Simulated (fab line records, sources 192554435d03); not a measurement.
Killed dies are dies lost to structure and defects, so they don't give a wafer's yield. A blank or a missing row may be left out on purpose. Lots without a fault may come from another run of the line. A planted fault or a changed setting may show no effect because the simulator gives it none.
Chamber matching | flow n5_finfet | N5_PASSIVATION_VIA_ETCH_13 on rie_diel-06: 4 sister chambers
The step etches SiO2 in CHF3/O2, target depth 660 nm, time 330 s. 4 wafers are shown with their chamber, then 7 later ones without.

WAFERS WITH THEIR CHAMBER
wafer  | chamber | showerhead_plenum_p_Torr (Torr)
L311.5 | 0       | 2.43
L312.1 | 1       | 2.34
L316.2 | 2       | 2.36
L316.3 | 3       | 2.53

WAFERS WITHOUT THEIR CHAMBER
wafer  | showerhead_plenum_p_Torr (Torr)
L316.5 | 2.33
L319.1 | 2.53
L319.2 | 2.33
L319.3 | 2.36
L318.1 | 2.53
L318.2 | 2.36
L318.3 | 2.33

WHICH CHAMBER EACH WENT THROUGH
wafer  | from the rows above | in truth
L316.5 | 1                   | 1
L319.1 | 3                   | 3
L319.2 | 1                   | 1
L319.3 | 2                   | 2
L318.1 | 3                   | 3
L318.2 | 2                   | 2
L318.3 | 1                   | 1
Placed correctly: 7 of 7. Can't be placed from these rows: 0. Placed wrongly: 0.
How it was worked out, from the rows above alone: a wafer's distance from a chamber is the root of the sum, over the readings, of the square of ((its reading less the chamber's mean) divided by the reading's scatter). The wafer belongs to the nearest chamber; if the next one is less than 2 further off, it can't be placed. A chamber's mean is the mean of its shown wafers. The scatter: with one shown wafer a chamber, the root of the mean of the squares of how far each hidden wafer lies from its nearest shown one.
